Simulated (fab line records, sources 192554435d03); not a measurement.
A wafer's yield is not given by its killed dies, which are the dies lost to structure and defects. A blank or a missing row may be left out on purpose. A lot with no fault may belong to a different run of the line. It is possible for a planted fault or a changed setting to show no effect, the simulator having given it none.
Chamber matching / flow n5Finfet / 4 sister chambers for N5_BEOL_M5_ETCH_62 on rieDiel-05
The step etches SOC in N2/H2, target depth 75 nm, overetch 15 nm, time 112.5 s. 4 wafers are shown with their chamber, then 8 later ones without.

WAFERS, EACH WITH ITS CHAMBER
wafer=L088.2; chamber=3; drypumpMotorCurrentA (A)=6.4
wafer=L088.6; chamber=0; drypumpMotorCurrentA (A)=5.8
wafer=L087.1; chamber=1; drypumpMotorCurrentA (A)=5.6
wafer=L090.3; chamber=2; drypumpMotorCurrentA (A)=5.9

WAFERS WHOSE CHAMBER IS MISSING
wafer=L090.5; drypumpMotorCurrentA (A)=5.9
wafer=L090.6; drypumpMotorCurrentA (A)=5.7
wafer=L089.2; drypumpMotorCurrentA (A)=5.7
wafer=L089.4; drypumpMotorCurrentA (A)=6.4
wafer=L089.6; drypumpMotorCurrentA (A)=5.7
wafer=L096.1; drypumpMotorCurrentA (A)=6.4
wafer=L096.2; drypumpMotorCurrentA (A)=5.7
wafer=L096.3; drypumpMotorCurrentA (A)=5.9

CHAMBER TAKEN BY EACH
wafer=L090.5; from the rows above=can't be placed: 2 or 0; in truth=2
wafer=L090.6; from the rows above=can't be placed: 0 or 1 or 2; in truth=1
wafer=L089.2; from the rows above=can't be placed: 0 or 1 or 2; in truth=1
wafer=L089.4; from the rows above=3; in truth=3
wafer=L089.6; from the rows above=can't be placed: 0 or 1 or 2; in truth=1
wafer=L096.1; from the rows above=3; in truth=3
wafer=L096.2; from the rows above=can't be placed: 0 or 1 or 2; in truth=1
wafer=L096.3; from the rows above=can't be placed: 2 or 0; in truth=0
Correct placement for 2 of the 8. From these rows, 6 cannot be placed; in 6 the true chamber is one of the candidates. Wrongly placed: 0.
How it was worked out, from the rows above alone: a wafer's distance from a chamber is the root of the sum, over the readings, of the square of ((its reading less the chamber's mean) divided by the reading's scatter). The wafer belongs to the nearest chamber; if the next one is less than 2 further off, it can't be placed. Each chamber's mean is taken over the wafers shown for it. The scatter: root of mean squared gap, hidden wafer to nearest shown wafer, with one shown wafer a chamber.
